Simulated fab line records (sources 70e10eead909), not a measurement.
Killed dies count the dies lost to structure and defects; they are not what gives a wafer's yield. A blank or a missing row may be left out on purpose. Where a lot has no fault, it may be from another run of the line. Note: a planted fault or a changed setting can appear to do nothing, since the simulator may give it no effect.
Chamber matching    flow nand_harc    NHARC_A_M1_DEP_33 on pecvd-02 has 3 sister chambers
The step deposits SiCN, target thk 30 nm. 3 wafers are shown with their chamber, then 7 later ones without.

## WAFERS PAIRED WITH THEIR CHAMBERS
wafer   chamber  heater_power_w (W)
L084.3  1        615
L090.1  2        558
L090.3  0        595

## WAFERS MISSING THEIR CHAMBER
wafer   heater_power_w (W)
L090.5  603
L097.1  629
L097.3  568
L097.6  630
L097.2  611
L097.4  621
L097.5  562

## EACH ONE'S CHAMBER
wafer    from the rows above       in truth
L090.5   can't be placed: 0 or 1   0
L097.1   1                         1
L097.3   can't be placed: 2 or 0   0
L097.6   1                         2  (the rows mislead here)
L097.2   can't be placed: 1 or 0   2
L097.4   1                         1
L097.5   2                         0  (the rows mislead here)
Correct placement for 2 of the 7. From these rows, 3 cannot be placed; in 2 the true chamber is one of the candidates. Placed wrongly: 2.
How it was worked out, from the rows above alone: a wafer's distance from a chamber is the root of the sum, over the readings, of the square of ((its reading less the chamber's mean) divided by the reading's scatter). If the next closest chamber is less than 2 further off than the closest, the wafer can't be placed; otherwise it belongs to the closest. Each chamber's mean is taken over the wafers shown for it. The scatter: with one shown wafer a chamber, the root of the mean of the squares of how far each hidden wafer lies from its nearest shown one.
